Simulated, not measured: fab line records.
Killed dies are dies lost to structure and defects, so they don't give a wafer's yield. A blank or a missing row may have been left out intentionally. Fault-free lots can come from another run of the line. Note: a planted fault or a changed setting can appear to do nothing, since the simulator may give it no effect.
fab line records	flow nand-harc
record lots=24	wafers=72	last-day=33
route steps=1302 shown A_ONON_D1@437 A_CHANNEL_HOLE_D1@477 A_CHANNEL_FILL_D1@496
lots that met no fault: taken from a fault-free run of the same line
start-h: start of the lot's first displayed wafer, in hours after the record's first day	wait-h: hours since the lot's step before	" the same as in the row above	L1.1+2: a row that stands for several wafers	- either no value or no given start	* or withheld: withheld	< > ~ a bound
route shown NAME@n: names a module that has steps shown in the file, with the first one's number in the route	usual: the fault-free wafers' mean and standard deviation	same: alike in all rows	chamber/n: place in a boat	sites: readings site by site	_std_site: the values' standard deviation	_edge_site: mean of outer sites minus mean of inner sites	radius-mm: how far each site lies from the wafer's centre	mask NAME#n: copy n	behind: tool/chamber where the wafer was last shaped	hold: why the lot went on hold/how many hours it stayed there/how the hold came to an end	device: which transistor (n, p or np) failed to switch	end of line: the tests these same wafers got at the end of their route	where a step has no rows: the recipe by itself	killed: not the wafer's yield, but the dies lost to structure and defects at the first sort	map: the dies of a wafer, with x for killed, . for not killed, _ for no die there
set.NAME: the run value of the setting; set.NAME@STEP: its run value at that earlier step	model.NAME: the simulator's own value behind a step, which no gauge read
one table for each step of the route and one row for each wafer, over a sample of lots
services: the hour from which a tool's chamber was out of use, counted from the record's first day as start-h (under 0 if before that day), plus the number of hours and why
## steps
# step NHARC_A_ONON_D1_THK_MEAS_18
# recipe thk-meas-gauge=ellipsometry
# usual thk-nm=1000/11
lot.wafer	tool	chamber	start-h	wait-h	thk-nm
L074.2	film-metro-02	-	171.47	-	993
L074.3	"	-	"	"	995
L074.6	"	-	"	"	994
L075.4	film-metro-01	-	182.78	-	998
L075.5	"	-	"	"	998
L075.6	"	-	"	"	999
L076.2	film-metro-02	-	188.57	-	993
L076.3	"	-	"	"	992
L076.6	"	-	"	"	993
L077.2	film-metro-01	-	203.00	-	1015
L077.4	"	-	"	"	1014
L077.5	"	-	"	"	1017
L078.1	film-metro-01	-	214.68	-	1008
L078.3	"	-	"	"	1006
L078.6	"	-	"	"	1008
L079.1	film-metro-02	-	222.47	-	1008
L079.4	"	-	"	"	1005
L079.5	"	-	"	"	1006
L080.1	film-metro-01	-	238.21	-	996
L080.2	"	-	"	"	997
L080.4	"	-	"	"	996
L081.2	film-metro-01	-	249.95	-	988
L081.3	"	-	"	"	986
L081.4	"	-	"	"	987
L082.1	film-metro-01	-	261.31	-	997
L082.3	"	-	"	"	997
L082.5	"	-	"	"	998
L083.3	film-metro-01	-	266.25	-	992
L083.5	"	-	"	"	993
L083.6	"	-	"	"	991
L084.2	film-metro-01	-	282.48	-	994
L084.3	"	-	"	"	996
L084.6	"	-	"	"	991
L085.2	film-metro-02	-	282.57	-	1011
L085.4	"	-	"	"	1014
L085.5	"	-	"	"	1011
L086.3	film-metro-01	-	296.94	-	995
L086.5	"	-	"	"	994
L086.6	"	-	"	"	993
L087.1	film-metro-02	-	314.87	-	1000
L087.5	"	-	"	"	999
L087.6	"	-	"	"	1002
L088.2	film-metro-02	-	315.10	-	996
L088.3	"	-	"	"	997
L088.6	"	-	"	"	994
L089.1	film-metro-01	-	323.88	-	973
L089.5	"	-	"	"	975
L089.6	"	-	"	"	974
L090.1	film-metro-02	-	323.89	-	1028
L090.2	"	-	"	"	1029
L090.5	"	-	"	"	1029
L091.2	film-metro-01	-	337.16	-	1016
L091.4	"	-	"	"	1017
L091.5	"	-	"	"	1016
L092.1	film-metro-02	-	353.38	-	1001
L092.3	"	-	"	"	1000
L092.5	"	-	"	"	1003
L093.1	film-metro-02	-	369.27	-	1004
L093.2	"	-	"	"	1005
L093.4	"	-	"	"	1004
L094.1	film-metro-01	-	369.29	-	1009
L094.2	"	-	"	"	1009
L094.3	"	-	"	"	1010
L095.1	film-metro-01	-	383.64	-	995
L095.3	"	-	"	"	996
L095.4	"	-	"	"	997
L097.1	film-metro-01	-	400.07	-	1002
L097.3	"	-	"	"	1000
L097.4	"	-	"	"	1000
L096.2	film-metro-02	-	400.07	-	996
L096.4	"	-	"	"	996
L096.6	"	-	"	"	997
# step NHARC_A_CHANNEL_HOLE_D1_ETCH_25
# recipe bias-v=5000	source-w=withheld	pressure-mtorr=20	time-s=1040.2	ar-flow-sccm=375	c4f8-flow-sccm=93.8	o2-flow-sccm=31.2	temp-c=-20	target-depth-a=15000	chemistry=C4F8/O2/Ar
# usual drypump-motor-current-A=5.5/0.56	showerhead-plenum-p-Torr=3.59/0.1	throttle-valve-pct=32.234/0.0092
lot.wafer	tool	chamber	start-h	wait-h	drypump-motor-current-A	rf-hours-counter-h	showerhead-plenum-p-Torr	throttle-valve-pct
L074.2	har-etch-01	1	185.50	0.6	5.0	87	3.59	32.235
L074.3	"	0	"	"	5.2	-	3.53	32.226
L074.6	"	0	"	"	5.2	-	3.53	32.231
L075.4	har-etch-02	0	198.20	0.7	6.0	-	3.64	32.233
L075.5	"	0	"	"	5.9	-	3.64	32.225
L075.6	"	1	"	"	6.5	-	3.76	32.235
L076.2	har-etch-02	1	207.57	0.7	6.4	308	3.76	32.245
L076.3	"	1	"	"	6.4	-	3.76	32.243
L076.6	"	1	"	"	6.4	-	3.75	32.236
L077.2	har-etch-02	0	216.19	0.7	5.9	315	3.63	32.229
L077.4	"	1	"	"	6.4	-	3.75	32.224
L077.5	"	1	"	"	6.4	-	3.75	32.244
L078.1	har-etch-01	0	224.46	0.6	5.2	110	3.52	32.227
L078.3	"	1	"	"	5.0	-	3.58	32.211
L078.6	"	0	"	"	5.2	-	3.52	32.230
L079.1	har-etch-01	1	234.01	0.7	5.0	114	3.57	32.239
L079.4	"	0	"	"	5.2	-	3.51	32.234
L079.5	"	1	"	"	5.0	-	3.57	32.252
L080.2	har-etch-01	0	247.97	0.6	5.2	126	3.51	32.249
L080.1	"	1	"	"	5.0	126	3.57	32.241
L080.4	"	1	"	"	5.0	-	3.57	32.237
L081.2	har-etch-02	0	259.64	0.6	6.0	334	3.62	32.225
L081.4	"	0	"	"	6.0	-	3.62	32.253
L081.3	"	1	"	"	6.4	-	3.74	32.225
L082.1	har-etch-01	1	273.72	0.6	5.0	137	3.56	32.229
L082.3	"	0	"	"	5.2	-	3.50	32.235
L082.5	"	0	"	"	5.2	-	3.50	32.227
L083.3	har-etch-01	1	278.19	0.7	5.0	-	3.56	32.243
L083.5	"	1	"	"	5.0	-	3.56	32.227
L083.6	"	0	"	"	5.2	-	3.50	32.219
L085.2	har-etch-01	0	294.48	0.7	5.2	153	3.49	32.245
L085.4	"	0	"	"	5.2	-	3.49	32.230
L085.5	"	1	"	"	5.0	-	3.55	32.229
L084.2	har-etch-01	0	299.86	0.6	5.2	157	3.49	32.214
L084.3	"	0	"	"	5.2	-	3.49	32.228
L084.6	"	1	"	"	5.0	-	3.55	32.237
L086.3	har-etch-01	0	307.16	0.7	5.2	-	3.49	32.238
L086.6	"	1	"	"	5.0	-	3.55	32.233
L086.5	"	0	"	"	5.2	-	3.49	32.232
L087.1	har-etch-01	1	327.79	0.7	5.0	168	3.54	32.222
L087.5	"	0	"	"	5.2	-	3.49	32.237
L087.6	"	1	"	"	5.0	-	3.54	32.237
L088.2	har-etch-02	0	329.26	0.7	6.0	380	3.60	32.244
L088.3	"	1	"	"	6.4	-	3.72	32.248
L088.6	"	0	"	"	5.9	-	3.60	32.241
L089.1	har-etch-02	0	334.07	0.7	6.0	384	3.60	32.239
L089.6	"	1	"	"	6.4	-	3.72	32.240
L089.5	"	0	"	"	6.0	-	3.60	32.240
L090.2	har-etch-02	0	338.09	0.6	6.0	387	3.59	32.233
L090.1	"	1	"	"	6.4	372	3.72	32.243
L090.5	"	1	"	"	6.4	-	3.72	32.238
L091.2	har-etch-01	0	346.91	0.6	5.2	183	3.48	32.229
L091.4	"	1	"	"	5.0	-	3.54	32.238
L091.5	"	1	"	"	5.0	-	3.54	32.234
L092.1	har-etch-02	1	368.16	0.7	6.4	391	3.71	32.228
L092.3	"	0	"	"	6.0	-	3.58	32.254
L092.5	"	0	"	"	6.0	-	3.58	32.233
L093.1	har-etch-01	1	379.46	0.6	5.0	202	3.53	32.236
L093.2	"	0	"	"	5.2	202	3.47	32.235
L093.4	"	0	"	"	5.2	-	3.47	32.237
L094.1	har-etch-02	0	379.47	0.7	5.9	410	3.58	32.244
L094.2	"	1	"	"	6.4	395	3.71	32.238
L094.3	"	1	"	"	6.4	-	3.71	32.243
L095.1	har-etch-01	1	399.67	0.7	5.0	221	3.52	32.236
L095.4	"	0	"	"	5.2	-	3.46	32.236
L095.3	"	1	"	"	5.0	-	3.52	32.231
L096.2	har-etch-01	0	413.86	0.7	5.2	229	3.45	32.232
L096.4	"	0	"	"	5.2	-	3.45	32.242
L096.6	"	0	"	"	5.1	-	3.45	32.249
L097.1	har-etch-02	0	414.51	0.6	6.0	10	3.92	32.239
L097.4	"	0	"	"	6.0	-	3.92	32.230
L097.3	"	1	"	"	6.4	-	3.70	32.231
# step NHARC_A_CHANNEL_HOLE_D1_ETCH_44
# recipe target-depth-a=1400	overetch-a=140	time-s=77	ion-energy-ev=100	cf4-flow-sccm=80	o2-flow-sccm=20	ar-flow-sccm=0	rf-w=300	bias-w=100	chemistry=CF4/O2
# usual drypump-motor-current-A=5.6/0.54	oes-product-au=1.000/0.0064	rf-vpp-V=197.3/1.3	showerhead-plenum-p-Torr=1.31/0.053	throttle-valve-pct=13.397/0.0091
lot.wafer	tool	chamber	start-h	wait-h	drypump-motor-current-A	oes-product-au	rf-hours-counter-h	rf-vpp-V	showerhead-plenum-p-Torr	throttle-valve-pct
L074.2	rie-diel-02	1	187.36	0.1	6.4	1.011	12	198.1	1.33	13.400
L074.3	"	2	"	"	5.3	1.004	11	195.7	1.27	13.406
L074.6	"	0	"	"	4.8	1.014	-	195.1	1.25	13.396
L075.4	rie-diel-02	0	199.74	0.1	4.9	1.001	13	195.9	1.25	13.404
L075.6	"	2	"	"	5.3	1.002	-	197.4	1.27	13.391
L075.5	"	3	"	"	5.9	0.986	-	197.8	1.38	13.390
L076.2	rie-diel-02	1	209.25	0.1	6.4	1.003	13	199.0	1.33	13.400
L076.3	"	2	"	"	5.3	1.013	12	196.3	1.27	13.400
L076.6	"	1	"	"	6.4	1.002	-	198.6	1.33	13.401
L077.2	rie-diel-12	3	219.65	0.0	6.2	0.997	28	197.6	1.32	13.388
L077.4	"	1	"	"	5.4	1.005	27	196.2	1.24	13.394
L077.5	"	3	"	"	6.2	0.993	-	197.5	1.32	13.402
L078.1	rie-diel-02	1	226.30	0.1	6.4	1.005	0	197.9	1.33	13.394
L078.3	"	3	"	"	5.8	1.001	0	198.7	1.38	13.404
L078.6	"	2	"	"	5.3	0.986	-	197.5	1.27	13.385
L079.4	rie-diel-02	1	235.70	0.1	6.4	1.008	1	197.0	1.33	13.402
L079.1	"	3	"	"	5.8	1.009	1	199.3	1.38	13.370
L079.5	"	1	"	"	6.4	0.994	-	199.0	1.33	13.403
L080.1	rie-diel-02	1	250.26	0.0	6.4	0.990	2	197.3	1.33	13.415
L080.2	"	3	"	"	5.8	0.999	1	199.8	1.38	13.401
L080.4	"	0	"	"	4.8	1.014	2	196.9	1.25	13.412
L081.2	rie-diel-02	3	261.47	0.0	5.9	0.988	3	197.6	1.38	13.399
L081.4	"	0	"	"	4.9	1.005	3	195.7	1.25	13.412
L081.3	"	1	"	"	6.4	0.999	4	197.4	1.33	13.393
L082.1	rie-diel-02	1	275.55	0.1	6.4	0.999	5	198.4	1.33	13.385
L082.3	"	3	"	"	5.8	0.994	4	198.6	1.38	13.389
L082.5	"	1	"	"	6.4	1.006	-	198.4	1.33	13.402
L083.3	rie-diel-02	3	279.74	0.1	5.8	0.997	4	199.4	1.38	13.397
L083.5	"	0	"	"	4.8	1.004	-	196.1	1.25	13.406
L083.6	"	1	"	"	6.4	1.007	-	197.8	1.33	13.380
L085.2	rie-diel-02	2	296.16	0.1	5.3	1.001	6	197.2	1.27	13.392
L085.4	"	0	"	"	4.8	1.000	6	195.7	1.25	13.402
L085.5	"	2	"	"	5.3	1.011	-	196.3	1.27	13.404
L084.3	rie-diel-12	0	301.69	0.1	5.7	1.005	6	199.4	1.39	13.400
L084.2	"	1	"	"	5.4	0.998	6	200.4	1.44	13.403
L084.6	"	0	"	"	5.7	0.999	-	198.7	1.39	13.395
L086.3	rie-diel-02	2	308.56	0.1	5.3	1.003	7	195.6	1.27	13.391
L086.6	"	0	"	"	4.8	0.992	-	195.8	1.24	13.387
L086.5	"	1	"	"	6.4	0.989	-	196.9	1.33	13.388
L087.1	rie-diel-02	2	329.51	0.1	5.3	0.988	8	197.3	1.27	13.399
L087.6	"	3	"	"	5.9	0.990	-	198.9	1.38	13.394
L087.5	"	0	"	"	4.8	1.002	-	197.8	1.25	13.408
L088.3	rie-diel-11	1	330.96	0.1	5.4	1.003	26	199.1	1.38	13.403
L088.2	"	2	"	"	6.4	0.998	25	194.8	1.24	13.400
L088.6	"	0	"	"	5.5	0.994	-	197.9	1.32	13.405
L089.1	rie-diel-11	0	335.76	0.1	5.5	0.996	21	196.7	1.32	13.385
L089.5	"	3	"	"	5.4	0.995	-	196.8	1.26	13.396
L089.6	"	0	"	"	5.5	1.003	-	197.2	1.32	13.394
L090.1	rie-diel-02	0	339.92	0.0	4.9	1.010	8	196.2	1.25	13.383
L090.2	"	3	"	"	5.9	1.005	8	196.9	1.38	13.402
L090.5	"	1	"	"	6.4	1.003	-	197.4	1.33	13.397
L091.4	rie-diel-11	0	349.00	0.2	5.5	1.006	25	196.2	1.32	13.416
L091.2	"	2	"	"	6.4	0.988	34	196.2	1.24	13.390
L091.5	"	3	"	"	5.4	0.998	-	198.6	1.26	13.403
L092.1	rie-diel-11	3	369.85	0.1	5.4	1.004	42	197.5	1.26	13.404
L092.3	"	0	"	"	5.5	1.002	34	197.4	1.32	13.411
L092.5	"	0	"	"	5.6	0.992	-	197.0	1.32	13.396
L094.3	rie-diel-11	3	381.30	0.1	5.4	1.000	45	196.5	1.26	13.404
L094.1	"	0	"	"	5.5	0.993	37	197.4	1.31	13.375
L094.2	"	2	"	"	6.4	0.996	43	195.9	1.24	13.394
L093.2	rie-diel-02	1	381.32	0.1	6.4	0.993	14	196.7	1.33	13.402
L093.1	"	2	"	"	5.3	1.009	14	196.3	1.26	13.381
L093.4	"	3	"	"	5.8	0.997	-	197.7	1.38	13.383
L095.1	rie-diel-11	0	401.40	0.1	5.5	0.992	44	197.6	1.31	13.383
L095.4	"	1	"	"	5.4	1.008	50	200.0	1.37	13.398
L095.3	"	2	"	"	6.4	0.999	49	195.2	1.24	13.403
L096.4	rie-diel-02	3	415.55	0.1	5.8	0.995	1	198.8	1.38	13.405
L096.2	"	0	"	"	4.8	1.000	1	196.2	1.24	13.396
L096.6	"	3	"	"	5.9	0.994	-	198.5	1.38	13.391
L097.3	rie-diel-02	1	416.34	0.1	6.4	1.000	1	196.8	1.33	13.387
L097.1	"	2	"	"	5.3	0.997	1	196.8	1.26	13.393
L097.4	"	3	"	"	5.8	1.002	1	198.9	1.38	13.392
# step NHARC_A_CHANNEL_HOLE_D1_INSPECT_40
# usual raw-defect-count=70/28
lot.wafer	tool	chamber	start-h	wait-h	raw-defect-count
L074.2	defect-inspect-01	-	188.33	-	43
L074.3	"	-	"	"	55
L074.6	"	-	"	"	34
L075.4	defect-inspect-02	-	200.70	-	105
L075.5	"	-	"	"	99
L075.6	"	-	"	"	107
L076.2	defect-inspect-02	-	210.23	-	68
L076.3	"	-	"	"	96
L076.6	"	-	"	"	94
L077.2	defect-inspect-01	-	220.67	-	121
L077.4	"	-	"	"	138
L077.5	"	-	"	"	102
L078.1	defect-inspect-02	-	227.28	-	38
L078.3	"	-	"	"	51
L078.6	"	-	"	"	62
L079.1	defect-inspect-02	-	236.68	-	30
L079.4	"	-	"	"	30
L079.5	"	-	"	"	36
L080.1	defect-inspect-01	-	251.25	-	55
L080.2	"	-	"	"	71
L080.4	"	-	"	"	45
L081.2	defect-inspect-01	-	262.45	-	92
L081.3	"	-	"	"	119
L081.4	"	-	"	"	89
L082.1	defect-inspect-02	-	276.53	-	44
L082.3	"	-	"	"	52
L082.5	"	-	"	"	48
L083.3	defect-inspect-02	-	280.69	-	58
L083.5	"	-	"	"	45
L083.6	"	-	"	"	62
L085.2	defect-inspect-02	-	297.14	-	42
L085.4	"	-	"	"	45
L085.5	"	-	"	"	51
L084.2	defect-inspect-01	-	302.71	-	51
L084.3	"	-	"	"	93
L084.6	"	-	"	"	57
L086.3	defect-inspect-02	-	309.53	-	49
L086.5	"	-	"	"	42
L086.6	"	-	"	"	52
L087.1	defect-inspect-01	-	330.47	-	74
L087.5	"	-	"	"	45
L087.6	"	-	"	"	55
L088.2	defect-inspect-01	-	331.95	-	118
L088.3	"	-	"	"	81
L088.6	"	-	"	"	92
L089.1	defect-inspect-01	-	336.73	-	112
L089.5	"	-	"	"	121
L089.6	"	-	"	"	110
L090.1	defect-inspect-02	-	340.91	-	95
L090.2	"	-	"	"	106
L090.5	"	-	"	"	81
L091.2	defect-inspect-02	-	350.05	-	42
L091.4	"	-	"	"	60
L091.5	"	-	"	"	54
L092.1	defect-inspect-01	-	370.86	-	123
L092.3	"	-	"	"	90
L092.5	"	-	"	"	106
L094.1	defect-inspect-02	-	382.33	-	138
L094.2	"	-	"	"	93
L094.3	"	-	"	"	102
L093.1	defect-inspect-02	-	382.42	-	42
L093.2	"	-	"	"	41
L093.4	"	-	"	"	33
L095.1	defect-inspect-01	-	402.41	-	64
L095.3	"	-	"	"	60
L095.4	"	-	"	"	46
L096.2	defect-inspect-01	-	416.57	-	101
L096.4	"	-	"	"	76
L096.6	"	-	"	"	76
L097.1	defect-inspect-01	-	417.35	-	59
L097.3	"	-	"	"	59
L097.4	"	-	"	"	75
# step NHARC_A_CHANNEL_FILL_D1_ALD_16
# recipe target-thk-a=15	pulse-time-s=10	ald-cycles=15	temp-c=300	material=SiO2
# usual heater-power-w=492/57	precursor-pulse-height-rel=0.999/0.021
lot.wafer	tool	chamber	start-h	wait-h	heater-power-w	precursor-pulse-height-rel
L074.3	ald-hk-04	2	200.77	0.1	474	1.040
L074.2	"	3	"	"	430	1.024
L074.6	"	2	"	"	481	1.002
L075.4	ald-hk-01	0	214.14	0.7	628	1.006
L075.6	"	2	"	"	495	0.982
L075.5	"	3	"	"	540	1.010
L076.2	ald-hk-01	1	223.91	0.4	508	1.027
L076.3	"	2	"	"	487	0.984
L076.6	"	2	"	"	485	0.975
L077.2	ald-hk-01	2	233.13	0.1	467	0.935
L077.4	"	0	"	"	622	0.962
L077.5	"	1	"	"	534	1.008
L078.3	ald-hk-03	1	239.75	0.1	541	0.994
L078.1	"	2	"	"	528	0.991
L078.6	"	0	"	"	475	1.024
L079.1	ald-hk-03	1	249.04	0.1	544	0.980
L079.4	"	3	"	"	408	0.945
L079.5	"	1	"	"	533	1.022
L080.1	ald-hk-04	1	265.08	1.2	443	1.010
L080.2	"	2	"	"	476	1.001
L080.4	"	3	"	"	417	0.992
L081.2	ald-hk-03	2	274.88	0.0	538	1.007
L081.4	"	3	"	"	416	0.983
L081.3	"	0	"	"	474	0.996
L082.1	ald-hk-04	1	289.00	0.0	437	1.013
L082.3	"	0	"	"	466	0.993
L082.5	"	2	"	"	482	1.015
L083.3	ald-hk-03	1	293.11	0.1	539	1.046
L083.5	"	0	"	"	485	0.982
L083.6	"	1	"	"	527	0.994
L085.2	ald-hk-04	2	309.56	0.1	483	0.992
L085.4	"	3	"	"	421	0.991
L085.5	"	1	"	"	434	1.005
L084.2	ald-hk-04	1	315.89	0.1	445	0.964
L084.3	"	2	"	"	468	1.002
L084.6	"	3	"	"	425	0.994
L086.3	ald-hk-01	2	321.92	0.0	476	1.055
L086.6	"	2	"	"	470	1.020
L086.5	"	3	"	"	521	0.997
L088.3	ald-hk-01	1	344.54	0.1	554	1.004
L088.2	"	2	"	"	460	1.001
L088.6	"	1	"	"	527	0.979
L087.1	ald-hk-03	0	344.56	0.1	483	0.998
L087.6	"	2	"	"	548	0.980
L087.5	"	3	"	"	414	0.993
L089.1	ald-hk-03	1	351.14	0.1	524	1.026
L089.6	"	3	"	"	406	1.012
L089.5	"	0	"	"	489	1.000
L090.1	ald-hk-03	1	351.25	0.2	537	0.990
L090.2	"	3	"	"	411	1.014
L090.5	"	1	"	"	547	0.987
L091.2	ald-hk-03	1	362.51	0.1	536	0.981
L091.4	"	3	"	"	422	0.963
L091.5	"	0	"	"	475	1.000
L092.3	ald-hk-01	0	385.80	0.0	631	1.004
L092.1	"	3	"	"	534	1.018
L092.5	"	1	"	"	556	0.986
L093.2	ald-hk-04	0	395.77	0.1	487	1.002
L093.4	"	1	"	"	440	0.950
L093.1	"	3	"	"	414	0.999
L094.1	ald-hk-01	0	395.77	0.1	616	1.021
L094.2	"	1	"	"	538	1.017
L094.3	"	2	"	"	462	0.959
L095.3	ald-hk-03	3	414.76	0.0	379	0.989
L095.4	"	1	"	"	545	1.023
L095.1	"	2	"	"	550	1.014
L097.4	ald-hk-04	1	429.37	0.0	438	1.061
L097.1	"	2	"	"	483	1.026
L097.3	"	3	"	"	417	0.959
L096.4	ald-hk-03	1	429.42	0.1	532	1.021
L096.2	"	2	"	"	544	1.013
L096.6	"	0	"	"	492	0.953
# step NHARC_A_CHANNEL_FILL_D1_ALD_25
# recipe target-thk-a=600	pulse-time-s=10	ald-cycles=600	temp-c=300	material=SiOx
# usual heater-power-w=494/59	precursor-pulse-height-rel=0.999/0.021
lot.wafer	tool	chamber	start-h	wait-h	heater-power-w	precursor-pulse-height-rel
L074.2	ald-hk-01	2	225.26	0.1	490	0.987
L074.3	"	3	"	"	546	0.973
L074.6	"	2	227.72	2.5	485	1.018
L075.4	ald-hk-01	3	238.24	0.1	537	0.989
L075.5	"	3	240.67	2.5	530	0.966
L075.6	"	0	"	"	629	0.981
L076.2	ald-hk-04	0	248.10	0.1	482	0.980
L076.3	"	3	249.95	1.9	432	1.047
L076.6	"	0	"	"	495	0.956
L077.2	ald-hk-01	3	260.71	0.7	558	1.012
L077.4	"	1	261.94	1.9	520	0.993
L077.5	"	2	"	"	479	1.015
L078.1	ald-hk-03	3	263.65	0.1	411	0.986
L078.3	"	2	265.48	1.9	548	1.015
L078.6	"	3	"	"	417	1.005
L079.1	ald-hk-04	3	273.36	0.1	413	1.044
L079.4	"	0	"	"	485	1.022
L079.5	"	3	275.81	2.5	434	1.023
L080.1	ald-hk-04	1	289.16	0.1	423	0.996
L080.4	"	2	"	"	476	0.954
L080.2	"	0	291.01	1.9	457	1.013
L081.2	ald-hk-03	1	305.21	0.9	541	0.981
L081.3	"	2	"	"	539	0.974
L081.4	"	3	"	"	412	1.008
L082.1	ald-hk-01	3	314.39	1.3	533	0.991
L082.3	"	0	"	"	611	0.996
L082.5	"	1	"	"	545	1.011
L083.3	ald-hk-04	3	322.00	1.3	414	1.009
L083.5	"	1	323.24	2.5	439	1.023
L083.6	"	2	"	"	471	1.003
L085.4	ald-hk-01	2	335.39	0.7	476	0.964
L085.2	"	3	"	"	531	1.015
L085.5	"	2	337.81	3.1	478	1.013
L084.2	ald-hk-03	0	341.10	1.3	495	1.011
L084.3	"	1	"	"	531	1.001
L084.6	"	3	342.98	3.2	409	0.980
L086.3	ald-hk-03	2	347.13	1.3	536	0.993
L086.6	"	0	348.36	2.5	492	0.976
L086.5	"	1	"	"	541	0.995
L088.2	ald-hk-04	3	369.83	0.1	421	1.004
L088.3	"	2	371.66	1.9	474	1.017
L088.6	"	3	"	"	405	1.006
L087.1	ald-hk-03	1	371.05	1.3	542	0.967
L087.6	"	3	372.27	2.5	415	1.009
L087.5	"	0	"	"	481	1.040
L090.1	ald-hk-01	0	376.55	0.7	616	1.006
L090.2	"	2	377.79	1.9	483	1.027
L090.5	"	3	"	"	519	0.973
L089.1	ald-hk-03	1	376.92	1.1	534	1.008
L089.6	"	1	379.41	3.5	544	1.008
L089.5	"	2	"	"	531	1.015
L091.4	ald-hk-04	3	389.86	0.1	423	1.004
L091.2	"	2	391.72	1.9	475	0.991
L091.5	"	0	392.96	3.1	464	0.982
L092.1	ald-hk-04	2	410.43	0.1	477	1.037
L092.3	"	0	411.66	1.3	479	0.994
L092.5	"	2	412.89	2.5	470	0.989
L094.1	ald-hk-03	3	421.88	0.1	394	0.955
L094.3	"	0	"	"	498	1.013
L094.2	"	1	"	"	542	1.003
L093.4	ald-hk-01	0	421.89	0.1	635	1.006
L093.2	"	1	"	"	535	1.010
L093.1	"	2	"	"	479	1.014
L095.4	ald-hk-01	2	440.50	0.1	478	1.007
L095.1	"	0	441.74	1.3	622	1.007
L095.3	"	1	"	"	550	0.964
L096.4	ald-hk-03	0	452.98	0.0	482	0.991
L096.2	"	1	"	"	535	0.965
L096.6	"	1	456.00	3.1	530	1.004
L097.1	ald-hk-04	2	452.98	0.1	489	1.014
L097.3	"	3	"	"	426	1.047
L097.4	"	0	"	"	465	0.987
## services
tool	chamber	start-h	hours	kind
rie-diel-02	3	189.58	1.3	repair
har-etch-01	-	189.86	0.1	repair
rie-diel-02	0	215.62	2.2	repair
ald-hk-03	-	216.20	10.0	pm
ald-hk-03	0	216.20	10.0	vent-cycle
ald-hk-03	1	216.20	10.0	vent-cycle
rie-diel-02	-	216.70	9.0	pm
rie-diel-12	3	224.85	15.8	repair
rie-diel-02	3	228.93	2.7	repair
ald-hk-04	-	255.05	10.0	pm
ald-hk-01	-	255.97	0.4	repair
rie-diel-11	-	257.40	9.0	pm
rie-diel-11	0	270.23	6.3	repair
rie-diel-12	-	272.15	9.0	pm
ald-hk-01	-	296.00	10.0	pm
rie-diel-02	0	332.42	4.0	repair
rie-diel-02	0	367.74	19.5	repair
har-etch-02	-	380.74	17.0	pm
ald-hk-03	-	385.72	0.6	repair
rie-diel-02	-	393.70	9.0	pm
ald-hk-03	-	394.20	10.0	pm
ald-hk-04	-	433.05	10.0	pm
rie-diel-11	-	434.40	9.0	pm
rie-diel-12	-	449.15	9.0	pm
## key
fault none
